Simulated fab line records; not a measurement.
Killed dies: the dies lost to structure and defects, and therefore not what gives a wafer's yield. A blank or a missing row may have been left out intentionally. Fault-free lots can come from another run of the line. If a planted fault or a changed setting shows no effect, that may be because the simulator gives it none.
Matching of chambers + flow n5 finfet + N5_BEOL_M0_STRIP_104 on rie diel-01 has 4 sister chambers
The step strips in N2/H2. 4 wafers are shown with their chamber, then 7 later ones without.

EACH WAFER AND ITS CHAMBER
| wafer  | chamber | showerhead plenum p Torr (Torr) |
|--------|---------|---------------------------------|
| L093.5 | 1       | 2.48                            |
| L093.6 | 0       | 2.44                            |
| L095.1 | 3       | 2.60                            |
| L095.2 | 2       | 2.63                            |

WAFERS WHOSE CHAMBER IS MISSING
| wafer  | showerhead plenum p Torr (Torr) |
|--------|---------------------------------|
| L095.4 | 2.44                            |
| L096.1 | 2.63                            |
| L096.2 | 2.59                            |
| L096.3 | 2.44                            |
| L096.4 | 2.48                            |
| L096.5 | 2.59                            |
| L096.6 | 2.44                            |

THE CHAMBER EACH PASSED THROUGH
| wafer  | from the rows above | in truth |
|--------|---------------------|----------|
| L095.4 | 0                   | 0        |
| L096.1 | 2                   | 2        |
| L096.2 | 3                   | 3        |
| L096.3 | 0                   | 0        |
| L096.4 | 1                   | 1        |
| L096.5 | 3                   | 3        |
| L096.6 | 0                   | 0        |
Placed correctly: 7 of 7. From these rows, 0 cannot be placed. Placed wrongly: 0.
How it was worked out, from the rows above alone: a wafer's distance from a chamber is the root of the sum, over the readings, of the square of ((its reading less the chamber's mean) divided by the reading's scatter). If the next closest chamber is less than 2 further off than the closest, the wafer can't be placed; otherwise it belongs to the closest. A chamber's mean is the mean of its shown wafers. The scatter: with one shown wafer a chamber, the root of the mean of the squares of how far each hidden wafer lies from its nearest shown one.
